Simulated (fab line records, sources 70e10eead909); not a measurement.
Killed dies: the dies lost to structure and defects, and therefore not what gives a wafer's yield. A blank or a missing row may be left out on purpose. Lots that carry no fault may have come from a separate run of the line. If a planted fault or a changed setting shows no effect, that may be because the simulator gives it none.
Chamber matching -- flow nand-harc -- NHARC_P_STI_DESCUM_14 on rie-diel-06 has 4 sister chambers
The step chemistry O2, time 3 s. 14 wafers are shown with their chamber, then 7 later ones without.

## WAFERS WITH THEIR CHAMBER
wafer,chamber,showerhead-plenum-p-Torr (Torr),drypump-motor-current-A (A),throttle-valve-pct (%)
L878.1,3,1.89,6.6,11.321
L878.4,1,2.01,5.5,11.309
L878.5,2,1.84,5.8,11.328
L884.1,1,2.01,5.6,11.324
L884.2,0,1.89,6.0,11.299
L884.3,3,1.88,6.6,11.297
L888.1,1,2.01,5.6,11.318
L888.5,0,1.89,6.0,11.296
L888.6,1,2.01,5.6,11.322
L889.1,3,1.88,6.5,11.318
L889.3,1,2.01,5.6,11.296
L889.6,3,1.88,6.6,11.312
L890.1,1,2.01,5.6,11.307
L890.3,3,1.88,6.6,11.308

SIGNATURES, as means of the wafers listed above
reading,chamber 0,chamber 1,chamber 2,chamber 3,scatter within a chamber
showerhead-plenum-p-Torr,1.8900,2.0100,1.8400,1.8820,0.00283
drypump-motor-current-A,6.000,5.583,5.800,6.580,0.0404
throttle-valve-pct,11.29750,11.31267,11.32800,11.31120,0.00963
Rule: for each reading, subtract the chamber's mean from the wafer's reading, divide by that reading's scatter and square the result; add these up over the readings and take the root, which gives the wafer's distance from the chamber. The wafer belongs to the nearest chamber; if the next one is less than 2 further off, it can't be placed. How the scatter is found: for the shown wafers, subtract from each reading the mean of its chamber, square and add these, divide the total by (wafers less chambers), then take the root.

## WAFERS MISSING THEIR CHAMBER
wafer,showerhead-plenum-p-Torr (Torr),drypump-motor-current-A (A),throttle-valve-pct (%)
L890.4,1.89,6.0,11.306
L892.3,1.89,6.0,11.315
L892.4,1.88,6.5,11.306
L892.5,1.88,6.6,11.305
L893.1,1.84,5.8,11.292
L893.5,1.84,5.7,11.305
L893.6,1.88,6.6,11.321

## WHICH CHAMBER EACH WENT THROUGH
wafer,from the rows above,in truth
L890.4,0,0
L892.3,0,0
L892.4,3,3
L892.5,3,3
L893.1,2,2
L893.5,2,2
L893.6,3,3
Placed correctly: 7 of 7. Not placeable from these rows: 0. Placed wrongly: 0.
